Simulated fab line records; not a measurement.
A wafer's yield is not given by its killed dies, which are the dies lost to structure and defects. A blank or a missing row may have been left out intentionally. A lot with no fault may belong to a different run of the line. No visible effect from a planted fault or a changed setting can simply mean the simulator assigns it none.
Matching of chambers	flow nand harc	4 sister chambers for NHARC_A_DECK1_JOINT_CMP_02 on cmp-03
The step polishes SiOx. 14 wafers are shown with their chamber, then 7 later ones without.

== WAFERS PAIRED WITH THEIR CHAMBERS ==
wafer	chamber	motor current A (A)
L078.2	0	13.1
L078.4	3	11.6
L078.6	0	12.0
L079.1	1	13.7
L079.3	2	12.8
L079.5	0	12.2
L085.1	2	12.3
L085.3	3	11.7
L085.5	3	11.5
L088.2	1	13.4
L088.5	2	12.1
L088.6	3	10.9
L090.1	1	12.6
L090.2	0	12.3

SIGNATURES (means of the wafers above)
reading	chamber 0	chamber 1	chamber 2	chamber 3	scatter within a chamber
motor current A	12.400	13.233	12.400	11.425	0.447
Rule: a wafer lies at a distance from a chamber equal to the root of the sum of squares, over the readings, of (its reading less the chamber's mean, divided by the reading's scatter). The wafer belongs to the nearest chamber; if the next one is less than 2 further off, it can't be placed. The scatter: the root of (the sum of the squares of (reading less its chamber's mean) over the shown wafers, divided by (wafers less chambers)).

== WAFERS MISSING THEIR CHAMBER ==
wafer	motor current A (A)
L090.6	11.6
L095.1	12.6
L095.2	13.2
L095.6	11.5
L097.1	12.7
L097.2	13.6
L097.5	12.3

== THE CHAMBER EACH PASSED THROUGH ==
wafer	from the rows above	in truth
L090.6	can't be placed: 3 or 0 or 2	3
L095.1	can't be placed: 0 or 2 or 1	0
L095.2	can't be placed: 1 or 0 or 2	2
L095.6	can't be placed: 3 or 0 or 2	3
L097.1	can't be placed: 0 or 2 or 1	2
L097.2	can't be placed: 1 or 0 or 2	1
L097.5	can't be placed: 0 or 2 or 3 or 1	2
Correct placement for 0 of the 7. Unplaceable from these rows: 7, with the true chamber sitting among the candidates in 7. Number placed wrongly: 0.
